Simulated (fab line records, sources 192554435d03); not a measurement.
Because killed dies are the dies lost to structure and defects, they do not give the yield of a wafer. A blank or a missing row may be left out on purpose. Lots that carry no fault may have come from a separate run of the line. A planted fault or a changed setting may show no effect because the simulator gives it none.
Chamber matching / flow n5Finfet / 4 sister chambers for N5_BEOL_M0_SAQP_MANDREL1_REMOVE_100 on rieSi-04
The step chemistry HBr/Cl2/O2, target a-Si, stops on SiNx, bt time 10 s. 4 wafers are shown with their chamber, then 9 later ones without.

== EACH WAFER AND ITS CHAMBER ==
wafer=L085.6; chamber=2; drypumpMotorCurrentA (A)=5.4
wafer=L089.1; chamber=3; drypumpMotorCurrentA (A)=6.5
wafer=L089.3; chamber=1; drypumpMotorCurrentA (A)=6.0
wafer=L089.4; chamber=0; drypumpMotorCurrentA (A)=6.0

== WAFERS WHOSE CHAMBER IS MISSING ==
wafer=L090.2; drypumpMotorCurrentA (A)=6.0
wafer=L090.3; drypumpMotorCurrentA (A)=6.4
wafer=L090.4; drypumpMotorCurrentA (A)=6.1
wafer=L094.1; drypumpMotorCurrentA (A)=5.4
wafer=L094.5; drypumpMotorCurrentA (A)=6.5
wafer=L094.6; drypumpMotorCurrentA (A)=6.1
wafer=L096.1; drypumpMotorCurrentA (A)=6.1
wafer=L096.3; drypumpMotorCurrentA (A)=6.4
wafer=L096.5; drypumpMotorCurrentA (A)=6.1

== EACH ONE'S CHAMBER ==
wafer=L090.2; from the rows above=can't be placed: 0 or 1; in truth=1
wafer=L090.3; from the rows above=3; in truth=3
wafer=L090.4; from the rows above=can't be placed: 0 or 1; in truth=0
wafer=L094.1; from the rows above=2; in truth=2
wafer=L094.5; from the rows above=3; in truth=3
wafer=L094.6; from the rows above=can't be placed: 0 or 1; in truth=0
wafer=L096.1; from the rows above=can't be placed: 0 or 1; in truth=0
wafer=L096.3; from the rows above=3; in truth=3
wafer=L096.5; from the rows above=can't be placed: 0 or 1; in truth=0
Correct placement for 4 of the 9. These rows do not allow placing 5 (true chamber among the candidates in 5). Placed wrongly: 0.
How it was worked out, from the rows above alone: a wafer's distance from a chamber is the root of the sum, over the readings, of the square of ((its reading less the chamber's mean) divided by the reading's scatter). If the next closest chamber is less than 2 further off than the closest, the wafer can't be placed; otherwise it belongs to the closest. The mean given for a chamber averages the wafers shown for that chamber. The scatter: with one shown wafer a chamber, the root of the mean of the squares of how far each hidden wafer lies from its nearest shown one.
